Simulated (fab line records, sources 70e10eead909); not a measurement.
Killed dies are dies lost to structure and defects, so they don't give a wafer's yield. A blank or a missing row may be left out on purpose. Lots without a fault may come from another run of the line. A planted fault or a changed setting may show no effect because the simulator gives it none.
fab line records | flow nand_harc
record lots=6 wafers=18 last_day=34
route steps=1302 shown P_M0@264 END@1302
lots that met no fault: from a run of the same line without faults
start_h: hours from the record's first day to the start of the lot's first wafer shown | wait_h: hours since the lot's step before | " the same as in the row above | L1.1+2: a row that stands for several wafers | - no value, or no start given | * or withheld: withheld | < > ~ a bound
route shown NAME@n: a module of which the file shows steps, and the number in the route of the first | usual: mean/standard deviation of fault-free wafers | same: alike in all rows | chamber/n: place in a boat | sites: the reading at each site | _std_site: their standard deviation | _edge_site: outer sites' mean less inner sites' | radius_mm: how far each site lies from the wafer's centre | mask NAME#n: copy n | behind: the tool/chamber that last shaped the wafer | hold: why the lot was held/for how many hours/how that ended | device: the transistor (n, p or np) that didn't switch | end of line: the same wafers' tests at the end of the route | a step without rows: its recipe alone | killed: dies lost to structure and defects at the first sort, not the wafer's yield | map: a wafer's dies, x killed, . not, _ none there
set.NAME: the setting as run; set.NAME@STEP: as run at that earlier step | model.NAME: the simulator's own value behind a step, which no gauge read
lots at some steps of the route; a table a step, a row a wafer
services: from which hour (start_h, from the record's first day; less than 0 if before it) a tool's chamber was out of use, for how many hours, and why
## steps
# step NHARC_P_M0_OVL_MEAS_10
# recipe pitch_nm=180
# usual overlay_x_nm=-0.1/0.59 overlay_y_nm=0.4/0.97
# columns lot.wafer tool chamber start_h wait_h overlay_x_nm overlay_y_nm
L561.2 overlay-02 - 149.50 - -0.5 0.4
L561.3 " - " " -0.3 1.0
L561.4 " - " " -0.1 1.0
L568.3 overlay-02 - 226.31 - -0.5 -0.9
L568.4 " - " " -0.4 -1.6
L568.5 " - " " -0.7 -1.1
L569.4 overlay-02 - 237.20 - 1.3 0.0
L569.5 " - " " 1.1 1.0
L569.6 " - " " 0.7 0.6
L577.2 overlay-02 - 312.71 - -0.3 1.0
L577.5 " - " " -0.1 0.8
L577.6 " - " " -0.2 1.1
L579.2 overlay-02 - 335.15 - 0.6 0.0
L579.3 " - " " 1.1 0.4
L579.6 " - " " 0.5 0.3
L581.1 overlay-01 - 358.17 - -1.1 1.8
L581.2 " - " " -0.8 1.9
L581.4 " - " " -1.3 1.3
# step NHARC_P_M0_INSPECT_11
# usual raw_defect_count=4.3/2.7
# columns lot.wafer tool chamber start_h wait_h raw_defect_count
L561.2 defect_inspect-02 - 149.54 0.0 4
L561.3 " - " " 10
L561.4 " - " " 3
L568.3 defect_inspect-01 - 226.34 0.0 6
L568.4 " - " " 12
L568.5 " - " " 14
L569.4 defect_inspect-01 - 237.24 0.0 6
L569.5 " - " " 6
L569.6 " - " " 6
L577.2 defect_inspect-02 - 312.75 0.0 4
L577.5 " - " " 4
L577.6 " - " " 3
L579.2 defect_inspect-01 - 335.19 0.0 4
L579.3 " - " " 4
L579.6 " - " " 7
L581.1 defect_inspect-01 - 358.20 0.0 3
L581.2 " - " " 1
L581.4 " - " " 3
# step NHARC_P_M0_DESCUM_14
# recipe time_s=3 o2_flow_sccm=200 ar_flow_sccm=0 bias_power_w=0 chemistry=O2
# usual drypump_motor_current_A=5.5/0.45 o2_flow_sccm=200.0/0.65 oes_product_au=0.993/0.009 rf_vpp_V=57.6/0.97 showerhead_plenum_p_Torr=1.87/0.092 throttle_valve_pct=11.311/0.0085
# columns lot.wafer tool chamber start_h wait_h drypump_motor_current_A o2_flow_sccm oes_product_au rf_hours_counter_h rf_vpp_V showerhead_plenum_p_Torr throttle_valve_pct
L561.2 rie_diel-06 1 149.60 0.1 5.3 199.6 0.992 2 58.6 1.89 11.302
L561.4 " 2 " " 6.0 200.0 0.983 2 56.5 1.82 11.297
L561.3 " 3 " " 5.6 200.2 0.992 2 57.6 1.82 11.304
L568.4 rie_diel-07 3 226.40 0.1 5.5 200.2 1.015 13 56.3 1.80 11.310
L568.3 " 0 " " 4.9 198.2 0.988 29 55.9 1.89 11.318
L568.5 " 0 " " 4.9 198.8 0.986 - 57.3 1.89 11.317
L569.4 rie_diel-07 2 237.31 0.1 5.2 201.6 0.993 33 59.2 2.06 11.320
L569.5 " 0 " " 4.9 198.6 0.995 - 57.4 1.89 11.307
L569.6 " 1 " " 6.3 200.3 1.005 - 58.2 1.97 11.316
L577.2 rie_diel-11 3 312.84 0.1 5.5 199.6 0.991 11 57.4 2.00 11.321
L577.5 " 0 " " 5.3 199.9 1.009 - 56.6 1.83 11.313
L577.6 " 1 " " 6.4 200.0 0.998 - 58.0 2.07 11.324
L579.2 rie_diel-07 1 335.25 0.1 6.2 199.6 0.990 9 58.8 1.96 11.310
L579.3 " 3 " " 5.6 200.2 1.008 11 57.3 1.79 11.302
L579.6 " 1 " " 6.3 199.9 0.977 - 57.9 1.96 11.314
L581.2 rie_diel-06 0 358.26 0.1 4.9 200.0 0.993 6 57.8 2.07 11.296
L581.4 " 1 " " 5.3 198.8 0.994 8 56.4 1.88 11.310
L581.1 " 3 " " 5.6 200.8 0.988 9 58.2 1.81 11.318
# step NHARC_P_M0_ETCH_34
# recipe target_depth_a=400 overetch_a=120 time_s=43.94 ion_energy_ev=200 n2_flow_sccm=150 h2_flow_sccm=150 ar_flow_sccm=0 rf_w=400 bias_w=150 chemistry=N2/H2
# usual drypump_motor_current_A=5.5/0.45 oes_product_au=0.993/0.009 rf_vpp_V=429.1/2.9 showerhead_plenum_p_Torr=1.99/0.1 throttle_valve_pct=14.170/0.0086
# columns lot.wafer tool chamber start_h wait_h drypump_motor_current_A oes_product_au rf_hours_counter_h rf_vpp_V showerhead_plenum_p_Torr throttle_valve_pct
L561.2 rie_diel-06 1 149.68 0.1 5.3 0.990 2 430.1 2.01 14.178
L561.3 " 2 " " 6.0 0.975 2 427.8 1.94 14.170
L561.4 " 3 " " 5.6 0.987 2 428.6 1.94 14.175
L568.4 rie_diel-07 1 226.55 0.1 6.3 1.009 31 432.8 2.10 14.163
L568.3 " 2 " " 5.2 0.998 31 434.9 2.21 14.173
L568.5 " 1 " " 6.2 1.009 - 431.5 2.10 14.142
L569.4 rie_diel-07 2 237.39 0.1 5.1 0.985 33 433.8 2.21 14.168
L569.6 " 0 " " 4.9 0.996 - 428.6 2.02 14.169
L569.5 " 1 " " 6.3 1.005 - 432.9 2.10 14.182
L577.2 rie_diel-11 3 312.91 0.1 5.5 0.994 11 432.3 2.13 14.177
L577.5 " 1 " " 6.4 0.999 - 435.5 2.21 14.177
L577.6 " 2 " " 6.0 0.997 - 434.3 2.19 14.152
L579.3 rie_diel-07 2 335.34 0.1 5.2 0.990 11 435.4 2.19 14.158
L579.2 " 1 " " 6.3 0.992 9 433.3 2.09 14.177
L579.6 " 2 " " 5.2 1.000 - 435.2 2.19 14.172
L581.1 rie_diel-06 3 358.35 0.1 5.6 0.999 9 426.5 1.93 14.165
L581.4 " 0 " " 4.9 0.993 6 435.4 2.22 14.166
L581.2 " 2 " " 6.0 1.003 8 427.7 1.93 14.168
# step NHARC_P_M0_ETCH_15
# recipe target_depth_a=1500 overetch_a=150 time_s=82.5 c4f8_flow_sccm=withheld ar_flow_sccm=400 rf_w=600 bias_w=300 chemistry=C4F8/Ar
# usual oes_product_au=0.959/0.015 rf_vpp_V=439.3/2.9
# columns lot.wafer tool chamber start_h wait_h oes_product_au rf_hours_counter_h rf_vpp_V
L561.4 rie_diel-06 0 - - 0.961 2 436.5
L561.2 " 1 " " 0.956 2 440.3
L561.3 " 3 " " 0.973 2 438.3
L568.4 rie_diel-07 0 - - 0.922 29 439.4
L568.3 " 1 " " 0.924 32 442.3
L568.5 " 3 " " 0.933 - 439.2
L569.4 rie_diel-07 1 - - 0.962 34 444.3
L569.6 " 0 " " 0.946 - 439.7
L569.5 " 1 " " 0.969 - 442.0
L577.2 rie_diel-11 2 - - 0.974 16 444.2
L577.6 " 2 " " 0.979 - 445.7
L577.5 " 3 " " 0.985 - 444.4
L579.3 rie_diel-07 0 - - 0.984 8 441.2
L579.2 " 2 " " 0.954 11 442.2
L579.6 " 3 " " 0.982 - 437.3
L581.4 rie_diel-06 3 - - 0.968 9 436.8
L581.2 " 0 " " 0.961 6 444.0
L581.1 " 2 " " 0.980 8 437.7
# step NHARC_P_M0_CD_MEAS_16
# usual cd_nm=90.0/0.95
# columns lot.wafer tool chamber start_h wait_h cd_nm
L561.2 cd_sem-02 - 149.90 - 88.9
L561.3 " - " " 89.4
L561.4 " - " " 89.5
L568.3 cd_sem-03 - 226.77 - 90.0
L568.4 " - " " 89.2
L568.5 " - " " 91.7
L569.4 cd_sem-03 - 237.60 - 89.4
L569.5 " - " " 89.9
L569.6 " - " " 89.5
L577.2 cd_sem-01 - 313.11 - 90.0
L577.5 " - " " 90.8
L577.6 " - " " 89.7
L579.2 cd_sem-02 - 335.55 - 91.4
L579.3 " - " " 90.1
L579.6 " - " " 90.5
L581.1 cd_sem-03 - 358.57 - 90.6
L581.2 " - " " 89.2
L581.4 " - " " 87.7
# step NHARC_P_M0_STRIP_18
# recipe power_w=1000 n2_flow_sccm=150 h2_flow_sccm=150 ar_flow_sccm=0 bias_w=0 chemistry=N2/H2
# step NHARC_P_M0_STRIP_19
# recipe time_s=600 temp_c=30 chemistry=post_etch_residue_remover
# step NHARC_P_M0_DEGAS_28
# recipe temp_c=250 time_s=60
# usual heater_power_w=338/37
# columns lot.wafer tool chamber start_h wait_h heater_power_w
L561.3 pvd_sputter-01 - 150.52 - 396
L561.4 " - " " 257
L561.2 " - " " 292
L568.4 pvd_sputter-02 - 227.38 - 353
L568.3 " - " " 317
L568.5 " - " " 361
L569.4 pvd_sputter-02 - 238.23 - 304
L569.5 " - " " 325
L569.6 " - " " 349
L577.2 pvd_sputter-03 - 313.82 - 317
L577.6 " - " " 415
L577.5 " - " " 390
L579.2 pvd_sputter-02 - 336.17 - 360
L579.3 " - " " 341
L579.6 " - " " 336
L581.1 pvd_sputter-02 - 359.19 - 349
L581.4 " - " " 312
L581.2 " - " " 356
# step NHARC_P_M0_PRE_CLEAN_29
# recipe time_s=30 temp_c=280 gas=H2/He
# usual heater_power_w=411/45
# columns lot.wafer tool chamber start_h wait_h heater_power_w
L561.4 pvd_sputter-01 - - - 485
L561.2 " - " " 313
L561.3 " - " " 368
L568.3 pvd_sputter-02 - - - 442
L568.4 " - " " 427
L568.5 " - " " 399
L569.4 pvd_sputter-02 - - - 404
L569.6 " - " " 433
L569.5 " - " " 407
L577.2 pvd_sputter-03 - - - 384
L577.5 " - " " 389
L577.6 " - " " 513
L579.2 pvd_sputter-02 - - - 378
L579.3 " - " " 407
L579.6 " - " " 433
L581.1 pvd_sputter-02 - - - 438
L581.4 " - " " 426
L581.2 " - " " 384
# step NHARC_P_M0_PVD_20
# recipe target_thk_a=50 bias_v=168.6 power_w=15000 chamber_pressure_pa=0.12 time_s=8.06 substrate_temp_c=50 material=TaN
# step NHARC_P_M0_PVD_21
# recipe target_thk_a=300 chamber_pressure_pa=5 power_w=5000 substrate_temp_c=30 time_s=20.49 material=Cu
# step NHARC_P_M0_ECD_22
# recipe target_thk_a=4000 bath_temp_c=25 material=Cu
# columns lot.wafer tool chamber start_h wait_h
L561.2+3+4 ecd_cu-01 0,1,0 150.93 -
L568.3+4+5 ecd_cu-02 1,0,1 227.84 -
L569.4+6+5 ecd_cu-02 0,0,1 238.67 -
L577.2+5+6 ecd_cu-02 0,0,1 314.17 -
L579.2+3+6 ecd_cu-02 0 336.53 -
L581.1+2+4 ecd_cu-02 0,1,0 359.55 -
# step NHARC_P_M0_ANNEAL_30
# recipe temp_c=225 time_s=90
# step NHARC_P_M0_CMP_23
# recipe t_overpolish_s=20 target_thk_nm=117.54
# usual motor_current_A=11.5/0.84 slurry_filter_dp_kPa=13.51/0.14 time_to_endpoint_s=28.2/2.3
# columns lot.wafer tool chamber start_h wait_h motor_current_A slurry_filter_dp_kPa time_to_endpoint_s
L561.2 cmp-03 0 151.62 - 11.4 13.25 26.2
L561.4 " 1 " " 11.4 13.53 29.7
L561.3 " 2 " " 11.9 13.57 25.2
L568.4 cmp-02 2 228.47 - 11.7 13.69 52.6
L568.3 " 1 " " 10.6 13.37 25.3
L568.5 " 3 " " 11.0 13.15 23.9
L569.4 cmp-02 1 239.35 - 11.1 13.46 50.6
L569.6 " 3 " " 10.8 13.35 51.3
L569.5 " 0 " " 13.5 13.23 31.5
L577.2 cmp-01 1 315.15 - 12.2 13.53 34.4
L577.5 " 2 " " 9.9 13.59 30.1
L577.6 " 3 " " 11.7 13.67 32.2
L579.2 cmp-01 2 337.28 - 10.3 13.85 29.2
L579.3 " 3 " " 11.5 13.58 27.8
L579.6 " 2 " " 10.2 13.70 28.9
L581.4 cmp-01 1 360.30 - 12.3 13.68 28.0
L581.1 " 2 " " 9.8 13.31 30.9
L581.2 " 3 " " 11.2 13.60 30.0
# step NHARC_P_M0_THK_MEAS_24
# recipe thk_meas_gauge=xrf
# usual thk_nm=117.1/1.4
# columns lot.wafer tool chamber start_h wait_h thk_nm
L561.2 film_metro-02 - 151.91 - 115.4
L561.3 " - " " 116.2
L561.4 " - " " 117.8
L568.3 film_metro-01 - 228.78 - 116.0
L568.4 " - " " 118.3
L568.5 " - " " 115.5
L569.4 film_metro-02 - 239.61 - 113.8
L569.5 " - " " 117.2
L569.6 " - " " 117.0
L577.2 film_metro-01 - 315.38 - 116.0
L577.5 " - " " 115.0
L577.6 " - " " 118.0
L579.2 film_metro-01 - 337.57 - 115.3
L579.3 " - " " 116.2
L579.6 " - " " 116.8
L581.1 film_metro-01 - 360.58 - 116.9
L581.2 " - " " 118.4
L581.4 " - " " 117.1
# step NHARC_END_SORT_01
# recipe temp_c=25
# usual defect_limited_yield=90/3.1 killed_at_array=61/20 killed_at_other=0.9/1.1 killed_at_periphery=3.7/2.5 killed_dies=65/21 killed_open=3.3/1.8 killed_short=2.3/1.5
# same gross_dies=677
# columns lot.wafer tool chamber start_h wait_h defect_limited_yield[%] killed_at_array killed_at_other killed_at_periphery killed_dies killed_open killed_short
L561.2 prober-01 0 592.18 2.8 94 33 1 5 39 2 0
L561.3 prober-01 0 592.99 3.1 92 46 1 7 54 4 2
L561.4 prober-01 0 593.80 3.4 93 43 0 3 46 1 2
L568.3 prober-01 0 676.93 3.1 88 73 1 6 80 4 2
L568.4 prober-01 0 677.72 3.4 85 91 1 10 102 1 4
L568.5 prober-01 0 678.51 3.7 86 83 2 12 97 7 1
L569.4 prober-02 0 677.78 3.4 93 39 0 7 46 3 4
L569.5 prober-02 0 678.58 3.7 94 41 0 3 44 4 3
L569.6 prober-02 0 679.39 4.0 92 46 0 7 53 3 2
L577.2 prober-01 0 770.14 2.8 89 73 1 3 77 2 3
L577.5 prober-01 0 772.55 3.7 88 80 1 2 83 1 2
L577.6 prober-01 0 773.36 4.0 88 76 1 2 79 3 2
L579.2 prober-02 0 772.14 2.8 93 40 1 5 46 0 4
L579.3 prober-02 0 772.93 3.1 92 54 0 2 56 2 1
L579.6 prober-02 0 775.30 4.0 93 46 1 2 49 2 4
L581.1 prober-02 0 810.37 2.5 88 74 1 4 79 6 0
L581.2 prober-02 0 811.18 2.8 88 77 0 6 83 7 2
L581.4 prober-02 0 812.80 3.4 87 81 2 2 85 3 1
# killed by level:class
L561.2 A_SLIT:chamber_film_flake=20 A_CHANNEL_HOLE_D2:chamber_film_flake=6 A_CHANNEL_HOLE_D1:chamber_film_flake=4 P_STI:chamber_film_flake=3 P_M0:geometric_particle:open=1 A_BLC:geometric_particle:open=1 P_ZERO_WELL:chamber_film_flake=1 A_DECK1_JOINT:chamber_film_flake=1
L561.3 A_SLIT:chamber_film_flake=25 A_CHANNEL_HOLE_D2:chamber_film_flake=9 P_ZERO_WELL:chamber_film_flake=2 P_STI:chamber_film_flake=2 P_M0:chamber_film_flake=2 A_ZERO_WELL:chamber_film_flake=2 A_CHANNEL_HOLE_D1:chamber_film_flake=2 P_M2:geometric_particle:open=1
L561.4 A_SLIT:chamber_film_flake=25 A_CHANNEL_HOLE_D2:chamber_film_flake=8 A_CHANNEL_HOLE_D1:chamber_film_flake=3 P_STI:chamber_film_flake=2 A_WL_FILL:chamber_film_flake=2 P_M0:geometric_particle:open=1 A_CHANNEL_FILL_D2:geometric_particle:short=1 A_WL_FILL:geometric_particle:short=1
L568.3 A_CHANNEL_HOLE_D1:chamber_film_flake=33 A_SLIT:chamber_film_flake=22 A_CHANNEL_HOLE_D2:chamber_film_flake=7 A_STAIRCASE:chamber_film_flake=4 P_CONTACT:geometric_particle:open=2 P_GATE:chamber_film_flake=2 A_CHANNEL_HOLE_D2:unspecified=2 P_M0:geometric_particle:short=1
L568.4 A_SLIT:chamber_film_flake=35 A_CHANNEL_HOLE_D1:chamber_film_flake=30 P_GATE:chamber_film_flake=8 A_CHANNEL_HOLE_D2:chamber_film_flake=6 A_WL_FILL:chamber_film_flake=5 A_STAIRCASE:chamber_film_flake=3 A_CHANNEL_FILL_D2:geometric_particle:short=2 A_CHANNEL_FILL_D2:chamber_film_flake=2
L569.4 A_CHANNEL_HOLE_D2:chamber_film_flake=15 A_CONTACT:chamber_film_flake=9 P_STI:chamber_film_flake=4 A_SLIT:chamber_film_flake=4 A_CHANNEL_HOLE_D1:chamber_film_flake=3 P_BONDPAD:chamber_film_flake=2 A_ONON_D1:geometric_particle:open=1 A_ONON_D1:geometric_particle:short=1
L568.5 A_SLIT:chamber_film_flake=29 A_CHANNEL_HOLE_D1:chamber_film_flake=28 P_GATE:chamber_film_flake=9 A_ZERO_WELL:chamber_film_flake=4 A_WL_FILL:chamber_film_flake=3 A_CHANNEL_HOLE_D2:chamber_film_flake=3 A_STAIRCASE:chamber_film_flake=3 A_CONTACT:chamber_film_flake=3
L569.5 A_CHANNEL_HOLE_D2:chamber_film_flake=17 A_CONTACT:chamber_film_flake=6 A_CHANNEL_HOLE_D1:chamber_film_flake=5 A_CHANNEL_FILL_D1:chamber_film_flake=4 A_SLIT:chamber_film_flake=2 P_CONTACT:geometric_particle:open=1 A_SOURCE_PLATE:geometric_particle:short=1 A_CHANNEL_FILL_D1:geometric_particle:short=1
L569.6 A_CHANNEL_HOLE_D2:chamber_film_flake=22 A_CONTACT:chamber_film_flake=10 A_CHANNEL_FILL_D1:chamber_film_flake=5 A_CHANNEL_HOLE_D1:chamber_film_flake=4 P_STI:chamber_film_flake=3 A_SLIT:chamber_film_flake=3 P_M0:geometric_particle:open=2 P_CONTACT:geometric_particle:open=1
L577.2 A_CHANNEL_HOLE_D1:chamber_film_flake=36 A_SLIT:chamber_film_flake=22 A_CONTACT:chamber_film_flake=6 A_STAIRCASE:chamber_film_flake=2 A_M1:chamber_film_flake=2 P_STI:geometric_particle:open=1 A_CHANNEL_HOLE_D1:geometric_particle:open=1 A_CHANNEL_FILL_D1:geometric_particle:short=1
L579.2 A_SLIT:chamber_film_flake=24 A_CHANNEL_HOLE_D1:chamber_film_flake=6 A_STAIRCASE:chamber_film_flake=3 A_CONTACT:chamber_film_flake=3 P_M1:chamber_film_flake=2 P_M0:geometric_particle:short=1 A_DECK1_JOINT:geometric_particle:short=1 A_ONON_D2:geometric_particle:short=1
L577.5 A_CHANNEL_HOLE_D1:chamber_film_flake=36 A_SLIT:chamber_film_flake=26 A_CONTACT:chamber_film_flake=6 A_WL_FILL:geometric_particle:short=2 A_DECK1_JOINT:chamber_film_flake=2 A_STAIRCASE:chamber_film_flake=2 A_M1:chamber_film_flake=2 A_WL_FILL:geometric_particle:open=1
L579.3 A_SLIT:chamber_film_flake=32 A_CHANNEL_HOLE_D1:chamber_film_flake=6 A_STAIRCASE:chamber_film_flake=5 A_CONTACT:chamber_film_flake=5 A_SOURCE_PLATE:geometric_particle:open=1 A_ONON_D1:geometric_particle:short=1 A_BLC:geometric_particle:open=1 P_ZERO_WELL:chamber_film_flake=1
L577.6 A_CHANNEL_HOLE_D1:chamber_film_flake=36 A_SLIT:chamber_film_flake=27 A_STAIRCASE:chamber_film_flake=3 A_CONTACT:chamber_film_flake=3 P_CONTACT:geometric_particle:open=2 A_DECK1_JOINT:chamber_film_flake=2 A_CHANNEL_FILL_D1:geometric_particle:short=1 A_DECK1_JOINT:geometric_particle:open=1
L579.6 A_SLIT:chamber_film_flake=23 A_CHANNEL_HOLE_D1:chamber_film_flake=9 A_STAIRCASE:chamber_film_flake=3 A_CONTACT:chamber_film_flake=3 A_M0:chamber_film_flake=2 A_ONON_D1:geometric_particle:short=1 A_ONON_D2:geometric_particle:open=1 A_ONON_D2:geometric_particle:short=1
L581.1 A_CHANNEL_HOLE_D2:chamber_film_flake=27 A_SLIT:chamber_film_flake=19 A_CHANNEL_HOLE_D1:chamber_film_flake=14 A_SGD_CUT:chamber_film_flake=5 A_CONTACT:chamber_film_flake=3 A_DECK1_JOINT:geometric_particle:open=2 P_CONTACT:geometric_particle:open=1 P_M0:geometric_particle:open=1
L581.2 A_CHANNEL_HOLE_D1:chamber_film_flake=24 A_CHANNEL_HOLE_D2:chamber_film_flake=23 A_SLIT:chamber_film_flake=15 A_STAIRCASE:chamber_film_flake=3 A_BONDPAD:chamber_film_flake=3 P_CONTACT:geometric_particle:open=2 P_M0:geometric_particle:open=2 A_SGD_CUT:chamber_film_flake=2
L581.4 A_SLIT:chamber_film_flake=33 A_CHANNEL_HOLE_D2:chamber_film_flake=25 A_CHANNEL_HOLE_D1:chamber_film_flake=9 A_STAIRCASE:chamber_film_flake=3 A_CHANNEL_FILL_D1:chamber_film_flake=2 A_CONTACT:chamber_film_flake=2 A_BONDPAD:chamber_film_flake=2 P_M0:geometric_particle:open=1
## services
# columns tool chamber start_h hours kind
rie_diel-07 3 129.73 5.7 repair
rie_diel-06 - 130.23 9.0 pm
pvd_sputter-02 - 140.85 0.9 repair
rie_diel-11 0 145.55 1.4 repair
pvd_sputter-02 - 147.57 3.4 repair
pvd_sputter-02 - 175.56 22.0 repair
cmp-01 - 177.32 0.2 repair
rie_diel-11 2 180.58 6.6 repair
cmp-01 - 185.50 4.0 pm
cmp-01 - 195.78 0.4 repair
rie_diel-07 3 197.14 28.0 repair
cmp-01 - 217.69 1.0 repair
rie_diel-07 1 241.64 5.5 repair
ecd_cu-02 - 246.98 8.0 pm
rie_diel-11 3 250.78 26.5 repair
rie_diel-11 - 256.60 9.0 pm
pvd_sputter-02 - 282.04 10.0 pm
ecd_cu-02 - 286.83 1.0 repair
rie_diel-07 - 295.18 9.0 pm
rie_diel-06 - 307.23 9.0 pm
rie_diel-07 - 311.87 0.1 repair
rie_diel-06 0 321.99 13.5 repair
ecd_cu-02 - 330.54 2.3 repair
rie_diel-07 0 339.05 9.1 repair
## key
first_sign step=NHARC_P_M0_CMP_23 reading=time_to_endpoint_s direction=up sigmas=10 usual=* struck=*
effect none on later readings
met_at NHARC_P_M0_ECD_22
struck_wafers L568.4,L569.4,L569.6
fault kind=process_parameter_drift tool=ecd_cu-02 chamber=0 onset_h=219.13 steps=NHARC_P_M0_ECD_22 channel=target_thk_a offset=* shape=step end_h=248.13 acts_in=* stated=*
